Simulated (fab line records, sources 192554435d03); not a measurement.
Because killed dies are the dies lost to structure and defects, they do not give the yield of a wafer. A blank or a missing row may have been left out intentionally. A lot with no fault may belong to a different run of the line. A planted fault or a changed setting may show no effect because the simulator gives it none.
fab line records	flow n5Finfet
record lots=24	wafers=72	lastDay=17
route steps=1938 shown BEOL_M1@789 BEOL_M2@842
lots with no fault: from the same line, run without faults
startH: start of the lot's first displayed wafer, in hours after the record's first day	waitH: hours elapsed since this lot's preceding step	" unchanged from the row above	L1.1+2: one row covering several wafers at once	- either no value or no given start	* or withheld: withheld	< > ~ a bound
route shown NAME@n: NAME is a module with steps in the file, n the number in the route of the first one	usual: mean/standard deviation of fault-free wafers	same: alike in all rows	chamber/n: place in a boat	sites: per-site readings	_std_site: the standard deviation of these	_edge_site: inner sites' mean taken away from outer sites' mean	radiusMm: how far each site lies from the wafer's centre	mask NAME#n: copy n	behind: the last tool/chamber to shape the wafer	hold: what put the lot on hold/how long, in hours/how the hold closed	device: which transistor (n, p or np) failed to switch	end of line: at the end of the route, the tests of the same wafers	where a step has no rows: the recipe by itself	killed: not the wafer's yield, but the dies lost to structure and defects at the first sort	map: shows each die of a wafer: x if killed, . if not, _ if none is there
set.NAME: the run value of the setting; set.NAME@STEP: its run value at that earlier step	model.NAME: the simulator's own value behind a step, which no gauge read
a sample of lots followed through the steps of the route, with each step as a table and each wafer as a row
services: a tool's chamber out of use, with start hour (startH, from the record's first day; less than 0 if before it), hours out, and reason
## steps
# step N5_BEOL_M1_DESCUM_33
# recipe chemistry=O2	timeS=7	sourcePowerW=50	biasPowerW=20	pressureMtorr=20	rfFrequencyHz=2.712e+07	tempC=40	resist=CAR-EUV	o2FlowSccm=225
# usual drypumpMotorCurrentA=5.89/0.27	oesProductAu=0.78/0.083	rfVppV=243.3/1.2	showerheadPlenumPTorr=2.10/0.056	tempC=40.00/0.11	throttleValvePct=20.37/0.25
lot.wafer	tool	chamber	startH	waitH	drypumpMotorCurrentA	oesProductAu	rfHoursCounterH	rfVppV	showerheadPlenumPTorr	tempC	throttleValvePct
L074.3	rieDiel-03	0	126.94	0.0	5.71	0.78	151	241.3	2.02	40.07	20.53
L074.4	"	3	"	"	5.83	0.72	209	244.3	2.17	39.94	20.40
L074.5	"	2	"	"	6.03	0.83	-	242.8	2.10	40.14	20.23
L075.2	rieDiel-06	3	132.14	0.2	5.77	0.71	201	243.3	2.09	40.03	20.79
L075.4	"	0	"	"	5.80	0.73	160	244.2	2.20	40.08	20.64
L075.6	"	3	"	"	5.80	0.71	-	244.9	2.09	39.81	20.79
L077.1	rieDiel-03	2	135.12	0.0	6.06	0.82	73	243.7	2.10	40.12	20.22
L077.2	"	3	"	"	5.85	0.70	211	243.1	2.17	39.88	20.38
L077.5	"	3	"	"	5.85	0.71	-	243.4	2.17	39.92	20.40
L076.2	rieDiel-06	1	135.19	0.0	6.49	0.89	42	244.3	2.13	40.04	20.08
L076.5	"	0	"	"	5.79	0.71	-	243.9	2.20	40.02	20.65
L076.6	"	1	"	"	6.46	0.89	-	242.9	2.13	40.23	20.09
L078.1	rieDiel-03	3	145.13	0.0	5.84	0.70	214	243.9	2.17	39.96	20.40
L078.2	"	2	"	"	6.02	0.82	76	245.0	2.10	40.03	20.22
L078.6	"	0	"	"	5.73	0.77	-	241.8	2.01	39.85	20.54
L079.1	rieDiel-03	2	156.23	0.0	6.05	0.82	79	244.8	2.10	39.94	20.24
L079.4	"	0	"	"	5.76	0.76	159	242.1	2.01	39.75	20.55
L079.5	"	0	"	"	5.71	0.76	-	241.3	2.01	39.90	20.55
L080.1	rieDiel-02	0	156.65	0.0	5.47	0.95	10	242.9	2.04	39.93	20.17
L080.3	"	1	"	"	5.93	0.84	56	244.7	2.19	39.81	20.00
L080.5	"	0	"	"	5.48	0.94	-	243.0	2.04	39.99	20.17
L081.2	rieDiel-02	2	166.57	0.0	5.96	0.75	162	243.9	2.11	39.84	20.25
L081.4	"	0	"	"	5.50	0.94	13	243.3	2.04	40.02	20.16
L081.6	"	3	"	"	6.15	0.95	-	241.9	2.06	40.06	20.14
L082.1	rieDiel-06	3	175.65	0.0	5.77	0.70	213	244.1	2.09	39.98	20.84
L082.2	"	1	"	"	6.49	0.86	54	243.3	2.12	39.81	20.09
L082.6	"	1	"	"	6.50	0.87	-	243.0	2.12	39.75	20.11
L083.3	rieDiel-06	1	184.93	0.0	6.50	0.86	56	244.7	2.12	40.01	20.10
L083.5	"	3	"	"	5.77	0.71	-	242.2	2.09	39.80	20.83
L083.6	"	0	"	"	5.79	0.72	-	244.7	2.20	39.94	20.67
L085.1	rieDiel-02	1	187.29	0.0	6.01	0.84	65	244.5	2.18	40.37	20.00
L085.3	"	3	"	"	6.14	0.92	12	242.2	2.06	39.93	20.15
L085.6	"	3	"	"	6.14	0.93	-	242.4	2.06	39.83	20.17
L084.2	rieDiel-03	2	187.99	0.0	6.05	0.80	86	243.7	2.10	39.97	20.25
L084.3	"	1	"	"	5.46	0.71	206	242.9	2.06	40.01	20.66
L084.6	"	0	"	"	5.72	0.75	-	241.7	2.01	40.00	20.56
L086.1	rieDiel-06	1	196.57	0.0	6.52	0.87	59	244.5	2.12	40.14	20.10
L086.2	"	2	"	"	6.04	0.71	202	243.0	2.09	40.08	20.62
L086.5	"	3	"	"	5.79	0.71	-	244.1	2.08	39.88	20.84
L087.1	rieDiel-02	1	203.12	0.0	5.96	0.82	70	244.8	2.18	40.12	20.02
L087.4	"	3	"	"	6.15	0.91	18	242.9	2.05	40.05	20.16
L087.6	"	3	"	"	6.14	0.91	-	241.9	2.05	40.05	20.15
L088.1	rieDiel-02	2	207.07	0.1	6.00	0.73	175	242.6	2.10	39.84	20.28
L088.3	"	1	"	"	5.99	0.82	72	245.9	2.18	40.00	20.02
L088.6	"	1	"	"	5.98	0.82	-	244.5	2.18	40.05	20.02
L089.2	rieDiel-02	3	210.47	0.0	6.13	0.90	20	242.7	2.05	40.03	20.15
L089.5	"	2	"	"	5.94	0.73	-	242.2	2.10	40.18	20.27
L089.6	"	1	"	"	5.96	0.82	-	246.3	2.18	40.03	20.01
L090.2	rieDiel-02	2	215.29	0.0	5.95	0.72	178	243.6	2.10	40.02	20.27
L090.5	"	2	"	"	5.95	0.73	-	243.0	2.10	39.96	20.28
L090.6	"	1	"	"	6.00	0.82	-	245.6	2.18	39.94	20.02
L091.4	rieDiel-06	1	223.64	0.0	6.50	0.85	67	243.9	2.12	39.87	20.12
L091.5	"	1	"	"	6.46	0.85	-	244.0	2.12	39.87	20.11
L091.6	"	0	"	"	5.80	0.69	-	245.5	2.20	39.92	20.68
L092.2	rieDiel-02	0	239.38	0.0	5.47	0.89	36	241.9	2.03	39.92	20.20
L092.3	"	3	"	"	6.14	0.88	29	243.5	2.05	39.94	20.18
L092.5	"	1	"	"	5.98	0.80	-	244.6	2.18	39.99	20.03
L093.3	rieDiel-03	2	239.67	0.0	6.01	0.79	103	243.6	2.09	39.88	20.28
L093.5	"	3	"	"	5.84	0.70	-	245.1	2.16	40.05	20.46
L093.6	"	1	"	"	5.45	0.69	-	243.3	2.05	39.97	20.71
L094.1	rieDiel-03	3	240.78	0.0	5.86	0.70	242	243.9	2.16	40.00	20.47
L094.3	"	1	"	"	5.46	0.69	223	242.1	2.05	40.06	20.70
L094.5	"	1	"	"	5.46	0.69	-	242.2	2.05	39.99	20.71
L095.3	rieDiel-06	3	256.43	0.4	5.77	0.68	237	243.7	2.08	40.01	20.88
L095.4	"	2	"	"	6.01	0.69	221	242.4	2.08	40.02	20.64
L095.5	"	2	"	"	6.02	0.69	-	242.6	2.08	40.13	20.65
L096.3	rieDiel-03	2	256.52	0.3	6.04	0.78	109	243.1	2.09	39.96	20.26
L096.5	"	2	"	"	6.01	0.79	-	243.5	2.09	40.01	20.26
L096.6	"	1	"	"	5.48	0.68	-	242.1	2.05	40.02	20.71
L097.1	rieDiel-02	2	262.29	0.0	5.96	0.72	193	243.1	2.10	40.19	20.30
L097.2	"	0	"	"	5.49	0.88	43	241.6	2.03	39.89	20.21
L097.6	"	0	"	"	5.47	0.88	-	242.1	2.03	39.90	20.21
# step N5_BEOL_M1_DEGAS_44
# recipe ambient=vacuum	tempC=250	timeS=60
# usual heaterPowerW=324/27
lot.wafer	tool	chamber	startH	waitH	heaterPowerW
L074.3	pvdSputter-03	-	128.27	0.0	322
L074.4	"	-	"	"	323
L074.5	"	-	"	"	291
L075.2	pvdSputter-03	-	133.49	0.3	290
L075.4	"	-	"	"	330
L075.6	"	-	"	"	284
L077.1	pvdSputter-01	-	140.74	0.3	303
L077.2	"	-	"	"	373
L077.5	"	-	"	"	379
L076.2	pvdSputter-01	-	140.82	0.3	356
L076.5	"	-	"	"	300
L076.6	"	-	"	"	387
L078.1	pvdSputter-01	-	148.12	0.0	322
L078.2	"	-	"	"	388
L078.6	"	-	"	"	380
L080.1	pvdSputter-02	-	159.01	0.7	309
L080.3	"	-	"	"	285
L080.5	"	-	"	"	338
L079.1	pvdSputter-02	-	159.09	0.8	327
L079.4	"	-	"	"	293
L079.5	"	-	"	"	343
L081.2	pvdSputter-02	-	171.02	0.3	327
L081.4	"	-	"	"	304
L081.6	"	-	"	"	283
L082.1	pvdSputter-03	-	180.47	0.3	332
L082.2	"	-	"	"	313
L082.6	"	-	"	"	310
L083.3	pvdSputter-03	-	189.42	1.6	335
L083.5	"	-	"	"	329
L083.6	"	-	"	"	290
L085.1	pvdSputter-03	-	190.00	0.4	293
L085.3	"	-	"	"	338
L085.6	"	-	"	"	312
L084.2	pvdSputter-01	-	194.68	0.7	301
L084.3	"	-	"	"	383
L084.6	"	-	"	"	324
L086.1	pvdSputter-02	-	198.80	0.3	348
L086.2	"	-	"	"	329
L086.5	"	-	"	"	352
L087.1	pvdSputter-02	-	207.57	0.2	350
L087.4	"	-	"	"	285
L087.6	"	-	"	"	288
L088.1	pvdSputter-01	-	210.89	0.3	320
L088.3	"	-	"	"	356
L088.6	"	-	"	"	322
L089.2	pvdSputter-01	-	214.01	0.2	382
L089.5	"	-	"	"	313
L089.6	"	-	"	"	371
L090.2	pvdSputter-02	-	222.83	0.2	343
L090.5	"	-	"	"	346
L090.6	"	-	"	"	309
L091.4	pvdSputter-03	-	227.53	0.7	333
L091.5	"	-	"	"	332
L091.6	"	-	"	"	308
L092.2	pvdSputter-02	-	240.60	0.2	343
L092.3	"	-	"	"	310
L092.5	"	-	"	"	281
L093.3	pvdSputter-03	-	244.17	1.8	333
L093.5	"	-	"	"	327
L093.6	"	-	"	"	312
L094.1	pvdSputter-03	-	244.25	1.7	323
L094.3	"	-	"	"	335
L094.5	"	-	"	"	312
L096.3	pvdSputter-01	-	257.86	0.2	376
L096.5	"	-	"	"	383
L096.6	"	-	"	"	318
L095.3	pvdSputter-03	-	262.84	0.4	286
L095.4	"	-	"	"	325
L095.5	"	-	"	"	336
L097.1	pvdSputter-03	-	263.16	0.0	334
L097.2	"	-	"	"	310
L097.6	"	-	"	"	290
# step N5_BEOL_M1_SPUTTER_48
# recipe material=Cu	targetThkA=45	tempC=-20	chamberPressurePa=0.07	powerW=withheld	timeS=8.29
# usual throttleValvePct=30.1/0.98
lot.wafer	tool	chamber	startH	waitH	throttleValvePct
L074.3	pvdSputter-02	-	129.07	0.2	30.6
L074.4	"	-	"	"	31.4
L074.5	"	-	"	"	31.5
L075.2	pvdSputter-02	-	134.16	0.2	31.0
L075.4	"	-	"	"	31.7
L075.6	"	-	"	"	31.4
L077.1	pvdSputter-01	-	141.33	0.1	29.0
L077.2	"	-	"	"	31.1
L077.5	"	-	"	"	29.1
L076.2	pvdSputter-02	-	141.42	0.1	30.9
L076.5	"	-	"	"	31.6
L076.6	"	-	"	"	30.6
L078.1	pvdSputter-01	-	148.88	0.1	29.1
L078.2	"	-	"	"	31.5
L078.6	"	-	"	"	30.8
L080.1	pvdSputter-02	-	159.87	0.1	30.3
L080.3	"	-	"	"	31.3
L080.5	"	-	"	"	30.7
L079.1	pvdSputter-03	-	160.19	0.4	30.3
L079.4	"	-	"	"	28.4
L079.5	"	-	"	"	30.0
L081.2	pvdSputter-03	-	171.72	0.2	30.1
L081.4	"	-	"	"	28.3
L081.6	"	-	"	"	29.6
L082.1	pvdSputter-02	-	181.13	0.1	31.1
L082.2	"	-	"	"	29.3
L082.6	"	-	"	"	30.8
L083.3	pvdSputter-03	-	190.08	0.1	30.1
L083.5	"	-	"	"	30.3
L083.6	"	-	"	"	28.1
L085.1	pvdSputter-02	-	191.91	0.9	30.5
L085.3	"	-	"	"	31.4
L085.6	"	-	"	"	31.6
L084.2	pvdSputter-01	-	195.28	0.1	31.1
L084.3	"	-	"	"	29.0
L084.6	"	-	"	"	31.5
L086.1	pvdSputter-02	-	199.49	0.1	29.7
L086.2	"	-	"	"	30.9
L086.5	"	-	"	"	29.6
L087.1	pvdSputter-01	-	208.33	0.1	29.0
L087.4	"	-	"	"	31.2
L087.6	"	-	"	"	29.1
L088.1	pvdSputter-01	-	211.51	0.2	31.5
L088.3	"	-	"	"	29.0
L088.6	"	-	"	"	29.0
L089.2	pvdSputter-01	-	214.70	0.1	29.3
L089.5	"	-	"	"	31.0
L089.6	"	-	"	"	31.2
L090.2	pvdSputter-01	-	225.06	1.7	29.1
L090.5	"	-	"	"	29.3
L090.6	"	-	"	"	29.0
L091.4	pvdSputter-01	-	228.74	0.2	29.2
L091.5	"	-	"	"	28.8
L091.6	"	-	"	"	29.0
L092.2	pvdSputter-03	-	242.23	0.2	28.7
L092.3	"	-	"	"	30.3
L092.5	"	-	"	"	30.1
L093.3	pvdSputter-03	-	244.99	0.3	30.2
L093.5	"	-	"	"	29.5
L093.6	"	-	"	"	30.2
L094.1	pvdSputter-03	-	246.83	2.0	29.8
L094.3	"	-	"	"	29.9
L094.5	"	-	"	"	28.5
L096.3	pvdSputter-03	-	260.06	0.9	29.9
L096.5	"	-	"	"	29.5
L096.6	"	-	"	"	29.9
L095.3	pvdSputter-03	-	263.46	0.1	30.2
L095.4	"	-	"	"	30.1
L095.5	"	-	"	"	29.7
L097.1	pvdSputter-01	-	264.54	0.6	29.1
L097.2	"	-	"	"	31.4
L097.6	"	-	"	"	29.1
# step N5_BEOL_M2_THK_MEAS_01
# recipe reads=SiOC_of_BEOL_M2_ILD_DEP_00
# usual M2_ILD_THK=79.3/1.1
lot.wafer	tool	chamber	startH	waitH	M2_ILD_THK[nm]
L074.3	filmMetro-02	-	132.09	0.1	78.7
L074.4	"	-	"	"	80.1
L074.5	"	-	"	"	80.3
L075.2	filmMetro-02	-	137.12	0.1	78.1
L075.4	"	-	"	"	78.8
L075.6	"	-	"	"	78.0
L077.1	filmMetro-01	-	144.27	0.0	78.2
L077.2	"	-	"	"	77.3
L077.5	"	-	"	"	78.5
L076.2	filmMetro-01	-	144.41	0.1	78.2
L076.5	"	-	"	"	79.8
L076.6	"	-	"	"	80.8
L078.1	filmMetro-01	-	152.01	0.0	81.2
L078.2	"	-	"	"	79.9
L078.6	"	-	"	"	82.3
L080.1	filmMetro-01	-	162.81	0.1	77.9
L080.3	"	-	"	"	78.2
L080.5	"	-	"	"	77.8
L079.1	filmMetro-01	-	163.13	0.0	78.1
L079.4	"	-	"	"	80.2
L079.5	"	-	"	"	81.6
L081.2	filmMetro-01	-	174.81	0.1	79.0
L081.4	"	-	"	"	80.4
L081.6	"	-	"	"	80.7
L082.1	filmMetro-01	-	184.20	0.0	79.2
L082.2	"	-	"	"	80.6
L082.6	"	-	"	"	81.4
L083.3	filmMetro-01	-	193.21	0.2	77.6
L083.5	"	-	"	"	80.4
L083.6	"	-	"	"	79.1
L085.1	filmMetro-01	-	195.14	0.0	79.2
L085.3	"	-	"	"	78.2
L085.6	"	-	"	"	79.5
L084.2	filmMetro-01	-	198.23	0.1	77.6
L084.3	"	-	"	"	79.1
L084.6	"	-	"	"	78.8
L086.1	filmMetro-01	-	202.43	0.0	79.7
L086.2	"	-	"	"	78.2
L086.5	"	-	"	"	80.0
L087.1	filmMetro-01	-	211.27	0.0	79.5
L087.4	"	-	"	"	80.0
L087.6	"	-	"	"	79.7
L088.1	filmMetro-01	-	214.46	0.1	79.4
L088.3	"	-	"	"	80.0
L088.6	"	-	"	"	80.4
L089.2	filmMetro-01	-	217.74	0.1	78.9
L089.5	"	-	"	"	79.5
L089.6	"	-	"	"	80.3
L090.2	filmMetro-01	-	228.05	0.1	79.9
L090.5	"	-	"	"	80.8
L090.6	"	-	"	"	80.9
L091.4	filmMetro-01	-	231.90	0.0	80.4
L091.5	"	-	"	"	79.6
L091.6	"	-	"	"	79.4
L092.2	filmMetro-01	-	245.37	0.1	78.4
L092.3	"	-	"	"	78.4
L092.5	"	-	"	"	80.7
L093.3	filmMetro-01	-	247.95	0.1	80.6
L093.5	"	-	"	"	81.4
L093.6	"	-	"	"	80.0
L094.1	filmMetro-01	-	249.80	0.1	78.3
L094.3	"	-	"	"	79.5
L094.5	"	-	"	"	80.0
L096.3	filmMetro-01	-	263.10	0.1	78.1
L096.5	"	-	"	"	77.8
L096.6	"	-	"	"	80.1
L095.3	filmMetro-01	-	266.40	0.1	78.6
L095.4	"	-	"	"	79.6
L095.5	"	-	"	"	80.1
L097.1	filmMetro-01	-	267.48	0.0	77.9
L097.2	"	-	"	"	78.6
L097.6	"	-	"	"	80.1
# step N5_BEOL_M2_STRIP_66
# recipe chemistry=CF4	resist=SiARC	powerW=300	biasPowerW=75	pressureMtorr=50	cf4FlowSccm=150	rfFrequencyHz=6e+07
# usual drypumpMotorCurrentA=5.3/0.59	oesProductAu=0.78/0.093	rfVppV=270.7/1.4	showerheadPlenumPTorr=1.77/0.056	throttleValvePct=13.50/0.28
lot.wafer	tool	chamber	startH	waitH	drypumpMotorCurrentA	oesProductAu	rfHoursCounterH	rfVppV	showerheadPlenumPTorr	throttleValvePct
L074.3	rieDiel-05	2	133.61	0.0	5.2	0.83	51	270.8	1.82	13.16
L074.4	"	2	"	"	5.2	0.84	-	271.5	1.82	13.16
L074.5	"	3	"	"	4.9	0.73	-	269.0	1.69	13.57
L075.2	rieDiel-05	2	139.68	0.0	5.2	0.84	53	272.2	1.82	13.15
L075.4	"	3	"	"	4.8	0.73	-	268.7	1.69	13.58
L075.6	"	1	"	"	6.4	0.76	-	269.7	1.73	13.63
L077.1	rieDiel-04	3	148.39	0.0	4.9	0.71	188	273.9	1.87	13.89
L077.2	"	1	"	"	5.3	0.67	247	270.0	1.69	13.70
L077.5	"	3	"	"	4.8	0.71	-	272.9	1.87	13.93
L076.2	rieDiel-01	3	148.62	0.0	4.9	0.68	233	269.4	1.77	13.58
L076.5	"	1	"	"	4.7	0.73	-	274.0	1.85	13.69
L076.6	"	3	"	"	4.9	0.68	-	269.7	1.77	13.57
L078.1	rieDiel-05	1	153.11	0.0	6.4	0.75	164	269.6	1.73	13.67
L078.2	"	0	"	"	5.9	0.95	3	270.3	1.75	13.05
L078.6	"	1	"	"	6.4	0.76	-	267.7	1.73	13.65
L080.1	rieDiel-04	1	164.00	0.0	5.3	0.67	249	269.2	1.69	13.70
L080.3	"	0	"	"	5.5	0.69	247	270.1	1.78	14.10
L080.5	"	0	"	"	5.5	0.68	-	269.8	1.77	14.09
L079.1	rieDiel-01	2	165.56	0.0	6.3	0.68	237	270.5	1.75	13.76
L079.4	"	3	"	"	4.8	0.68	240	269.7	1.77	13.59
L079.5	"	0	"	"	4.9	0.95	-	270.6	1.78	13.38
L081.2	rieDiel-05	0	177.85	0.0	5.9	0.91	12	269.6	1.75	13.07
L081.4	"	2	"	"	5.2	0.82	66	271.5	1.81	13.18
L081.6	"	0	"	"	5.9	0.92	-	270.3	1.75	13.07
L082.1	rieDiel-04	2	187.27	0.0	5.3	0.70	197	269.5	1.72	13.46
L082.2	"	3	"	"	4.8	0.70	206	272.3	1.86	13.94
L082.6	"	2	"	"	5.3	0.71	-	268.8	1.72	13.47
L083.3	rieDiel-05	2	194.57	0.0	5.2	0.82	71	271.1	1.81	13.21
L083.5	"	3	"	"	4.9	0.72	-	269.6	1.69	13.62
L083.6	"	2	"	"	5.2	0.82	-	272.1	1.81	13.22
L085.1	rieDiel-05	0	198.38	0.0	5.9	0.90	17	271.2	1.75	13.08
L085.3	"	3	"	"	4.9	0.72	193	269.5	1.69	13.62
L085.6	"	2	"	"	5.2	0.80	-	271.1	1.81	13.20
L084.2	rieDiel-01	0	199.59	0.0	4.9	0.91	17	272.0	1.78	13.40
L084.3	"	1	"	"	4.7	0.72	204	270.5	1.84	13.73
L084.6	"	0	"	"	4.9	0.91	-	270.4	1.78	13.39
L086.1	rieDiel-01	2	203.48	0.0	6.3	0.66	251	271.7	1.75	13.79
L086.2	"	0	"	"	4.9	0.89	19	269.0	1.78	13.41
L086.5	"	1	"	"	4.7	0.72	-	271.6	1.84	13.74
L087.1	rieDiel-05	0	212.29	0.0	5.9	0.89	22	271.4	1.75	13.11
L087.4	"	3	"	"	4.9	0.71	198	268.3	1.69	13.63
L087.6	"	3	"	"	4.9	0.72	-	269.5	1.69	13.64
L088.1	rieDiel-04	1	215.32	0.0	5.3	0.89	18	273.3	1.89	13.20
L088.3	"	2	"	"	5.3	0.69	209	268.8	1.72	13.49
L088.6	"	1	"	"	5.4	0.90	-	272.6	1.89	13.20
L089.2	rieDiel-01	0	220.40	0.0	4.9	0.89	28	271.8	1.78	13.42
L089.5	"	0	"	"	4.9	0.88	-	269.4	1.78	13.42
L089.6	"	1	"	"	4.7	0.71	-	273.0	1.84	13.77
L090.2	rieDiel-04	2	231.46	0.0	5.3	0.69	215	269.9	1.72	13.50
L090.5	"	2	"	"	5.3	0.69	-	269.0	1.72	13.50
L090.6	"	3	"	"	4.9	0.68	-	271.0	1.86	14.01
L091.4	rieDiel-05	2	233.96	0.0	5.2	0.80	86	271.8	1.81	13.22
L091.5	"	0	"	"	6.0	0.87	-	269.9	1.75	13.12
L091.6	"	3	"	"	4.9	0.70	-	270.7	1.69	13.64
L092.2	rieDiel-05	0	248.15	0.0	5.9	0.87	34	271.3	1.74	13.13
L092.3	"	3	"	"	4.9	0.71	211	269.3	1.68	13.66
L092.5	"	1	"	"	6.4	0.73	-	269.5	1.72	13.71
L093.3	rieDiel-01	0	249.14	0.0	4.9	0.86	40	270.4	1.77	13.45
L093.5	"	1	"	"	4.7	0.70	-	272.4	1.84	13.75
L093.6	"	2	"	"	6.3	0.93	-	270.6	1.74	13.23
L094.1	rieDiel-01	2	250.62	0.0	6.3	0.93	9	271.0	1.74	13.23
L094.3	"	0	"	"	4.9	0.87	40	268.8	1.77	13.45
L094.5	"	2	"	"	6.3	0.92	-	269.0	1.74	13.24
L096.3	rieDiel-01	0	264.01	0.0	4.9	0.86	44	269.3	1.77	13.47
L096.5	"	0	"	"	4.9	0.86	-	268.9	1.77	13.46
L096.6	"	1	"	"	4.7	0.70	-	272.6	1.83	13.79
L095.3	rieDiel-01	0	267.49	0.0	4.9	0.85	45	271.7	1.77	13.46
L095.4	"	2	"	"	6.3	0.91	15	269.8	1.74	13.27
L095.5	"	2	"	"	6.3	0.91	-	270.7	1.74	13.26
L097.1	rieDiel-05	0	270.04	0.0	5.9	0.85	44	270.0	1.74	13.18
L097.2	"	3	"	"	4.8	0.70	220	268.7	1.68	13.67
L097.6	"	2	"	"	5.2	0.79	-	270.3	1.80	13.26
# step N5_BEOL_M2_CD_MEAS_28
# recipe targetCdNm=26.2	landingEnergyEv=500	detector=seInlens	targetCdYNm=24.1	polarity=opening
# usual cdNm=26.20/0.28
lot.wafer	tool	chamber	startH	waitH	cdNm
L074.3	cdSem-02	0	134.21	-	26.69
L074.4	"	0	"	"	26.25
L074.5	"	0	"	"	26.65
L075.2	cdSem-01	0	140.43	-	25.94
L075.4	"	0	"	"	25.77
L075.6	"	0	"	"	26.07
L077.1	cdSem-03	0	149.03	-	26.60
L077.2	"	0	"	"	26.27
L077.5	"	0	"	"	26.52
L076.2	cdSem-03	0	149.29	-	26.10
L076.5	"	0	"	"	25.95
L076.6	"	0	"	"	26.03
L078.1	cdSem-01	0	153.78	-	26.57
L078.2	"	0	"	"	26.09
L078.6	"	0	"	"	25.87
L080.1	cdSem-03	0	164.61	-	26.13
L080.3	"	0	"	"	26.04
L080.5	"	0	"	"	25.95
L079.1	cdSem-01	0	166.10	-	25.96
L079.4	"	0	"	"	26.04
L079.5	"	0	"	"	25.86
L081.2	cdSem-03	0	178.40	-	26.70
L081.4	"	0	"	"	26.51
L081.6	"	0	"	"	26.60
L082.1	cdSem-01	0	187.82	-	26.21
L082.2	"	0	"	"	26.61
L082.6	"	0	"	"	26.07
L083.3	cdSem-01	0	195.11	-	26.18
L083.5	"	0	"	"	26.11
L083.6	"	0	"	"	26.31
L085.1	cdSem-03	0	198.94	-	26.24
L085.3	"	0	"	"	26.07
L085.6	"	0	"	"	25.69
L084.2	cdSem-03	0	200.16	-	26.16
L084.3	"	0	"	"	26.24
L084.6	"	0	"	"	26.11
L086.1	cdSem-03	0	204.02	-	26.35
L086.2	"	0	"	"	26.34
L086.5	"	0	"	"	26.08
L087.1	cdSem-01	0	212.86	-	26.40
L087.4	"	0	"	"	25.87
L087.6	"	0	"	"	25.88
L088.1	cdSem-01	0	215.87	-	26.52
L088.3	"	0	"	"	26.46
L088.6	"	0	"	"	26.22
L089.2	cdSem-03	0	220.95	-	26.07
L089.5	"	0	"	"	26.76
L089.6	"	0	"	"	26.84
L090.2	cdSem-03	0	232.45	-	26.19
L090.5	"	0	"	"	26.42
L090.6	"	0	"	"	26.36
L091.4	cdSem-01	0	234.80	-	26.11
L091.5	"	0	"	"	26.24
L091.6	"	0	"	"	25.76
L092.2	cdSem-02	0	248.89	-	26.53
L092.3	"	0	"	"	26.57
L092.5	"	0	"	"	26.27
L093.3	cdSem-01	0	249.79	-	26.36
L093.5	"	0	"	"	26.27
L093.6	"	0	"	"	26.12
L094.1	cdSem-01	0	251.17	-	26.25
L094.3	"	0	"	"	26.26
L094.5	"	0	"	"	26.25
L096.3	cdSem-01	0	264.71	-	25.74
L096.5	"	0	"	"	25.90
L096.6	"	0	"	"	26.19
L095.3	cdSem-02	0	268.17	-	26.38
L095.4	"	0	"	"	26.16
L095.5	"	0	"	"	26.53
L097.1	cdSem-01	0	270.70	-	25.89
L097.2	"	0	"	"	26.14
L097.6	"	0	"	"	25.71
## services
tool	chamber	startH	hours	kind
rieDiel-01	2	107.31	5.2	repair
rieDiel-05	0	119.05	-	clean
rieDiel-05	0	119.05	-	consumableReplace:focusRing
rieDiel-05	0	119.05	23.4	scheduledDown
rieDiel-05	0	119.05	23.4	ventCycle
rieDiel-02	0	119.54	-	clean
rieDiel-02	0	119.54	-	consumableReplace:focusRing
rieDiel-02	0	119.54	13.2	scheduledDown
rieDiel-02	0	119.54	13.2	ventCycle
rieDiel-05	2	120.99	4.6	repair
rieDiel-02	3	133.06	-	clean
rieDiel-02	3	133.06	-	consumableReplace:focusRing
rieDiel-02	3	133.06	21.0	scheduledDown
rieDiel-02	3	133.06	21.0	ventCycle
rieDiel-01	0	141.86	-	clean
pvdSputter-01	-	144.28	0.7	repair
rieDiel-04	1	152.74	6.5	repair
pvdSputter-02	-	177.09	4.0	repair
rieDiel-03	-	220.73	0.9	repair
rieDiel-02	3	229.20	1.3	repair
rieDiel-03	0	237.94	16.9	repair
rieDiel-04	-	240.99	2.6	repair
rieDiel-05	1	254.24	8.0	repair
rieDiel-01	0	269.87	1.4	repair
## key
fault none
